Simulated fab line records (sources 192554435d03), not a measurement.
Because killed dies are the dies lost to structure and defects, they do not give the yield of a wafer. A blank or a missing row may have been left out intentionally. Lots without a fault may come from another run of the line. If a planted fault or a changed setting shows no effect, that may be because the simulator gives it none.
Problem report in the 8D (eight disciplines) form, filled by code :: flow n5Finfet :: the parts of the form that need people (team, actions taken, sign-off) are left out

## 1. PROBLEM STATEMENT
Mean of plateTempC at N5_BEOL_M13_COAT_65: 230.91 C across 6 wafers in 2 lots; on wafers with no fault it is 250.01 C (standard deviation 0.16). That is -99 or more standard deviations from the usual mean.
The step: time 60 s, resist thk 350 nm.
Seen first at day 15 12:39 on lithoTrack-01, wafer L763.3. Wafers with a number at this step in the record: 18, from 6 lots. Rule for "out", or "out of limits": more than 4 standard deviations from the usual mean. The rest of the wafers with a number are treated as sound.

## 2. WHAT THIS IS AND IS NOT
question: which readings at this step
is: plateTempC, heaterPowerTotalW
is not: dispensePressureKPa, exhaustPa

question: which lots
is: L762, L763
is not: L753, L758, L765, L766

question: which wafers of those lots
is: all that have a number
is not: -

question: read on which tools
is: lithoTrack-01
is not: lithoTrack-04, lithoTrack-05

question: when
is: from day 15 12:39
is not: up to then (6 sound wafers); but 6 sound wafers of L765, L766 came after

## 3. WHAT RULES OUT EACH SUSPECT
Counting: a tool stays on the suspect list if, at a process step up to the reading, it processed all lots that are out and no sound lot following the first of them.
- rieDiel-05 at N5_BEOL_M13_DESCUM_15 (chemistry O2, time 7.9 s): kept. Every lot that is out went through it, starting with L763 (day 15 12:05), and after that it ran no sound lot; the last sound lot it ran before then is L753 (day 13 06:38).
- rieDiel-05 at N5_BEOL_M13_ETCH_59 (etches BARC in N2/H2, target depth 89 nm, overetch 26.7 nm, time 67.9 s): kept. Every lot that is out went through it, starting with L763 (day 15 12:07), and after that it ran no sound lot; the last sound lot it ran before then is L753 (day 13 06:40).
- rieDiel-05 at N5_BEOL_M13_VIA_ETCH_16 (etches SiOC in C4F8/O2/Ar, target depth 921.7 nm): kept. Every lot that is out went through it, starting with L763 (day 15 12:10), and after that it ran no sound lot; the last sound lot it ran before then is L753 (day 13 06:43).
- lithoTrack-01 at N5_BEOL_M13_COAT_65 (time 60 s, resist thk 350 nm): kept. Every lot that is out went through it, starting with L763 (day 15 12:39), and after that it ran no sound lot; the last sound lot it ran before then is L758 (day 14 02:05). Out on those wafers are its own readings of heaterPowerTotalW, plateTempC.
Left after counting: rieDiel-05 at N5_BEOL_M13_DESCUM_15, rieDiel-05 at N5_BEOL_M13_ETCH_59, rieDiel-05 at N5_BEOL_M13_VIA_ETCH_16, lithoTrack-01 at N5_BEOL_M13_COAT_65.

## 4. THE CAUSE (what the simulator had put in)
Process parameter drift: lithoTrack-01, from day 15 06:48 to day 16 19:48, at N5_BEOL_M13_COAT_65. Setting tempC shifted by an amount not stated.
Counting left 4 suspects, and this tool is among them.

## 5. SEQUENCE OF EFFECTS, ordered by route
Each row: a reading where the mean over the struck wafers with a number is more than 3 standard deviations away from the usual. Scope: only readings with a usual standard deviation given in the record; hours: median across lots of the time from each lot's start at the first step in this table that gives one to its start at this step; sigmas: change in usual standard deviations.
hours: 0
step: N5_BEOL_M13_COAT_65
reading: heaterPowerTotalW
usual: 500.4 W
on struck wafers: 453.0
change: -47.4
sigmas: -26

hours: 0
step: N5_BEOL_M13_COAT_65
reading: plateTempC
usual: 250.01 C
on struck wafers: 230.91
change: -19.10
sigmas: -99 or more
Process steps it contains:
- N5_BEOL_M13_COAT_65: time 60 s, resist thk 350 nm.

## 6. HOW IT WOULD HAVE BEEN CAUGHT EARLIER
The fault began at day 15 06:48; the first out-of-limits reading in this record came at day 15 12:39, 6 hours later.
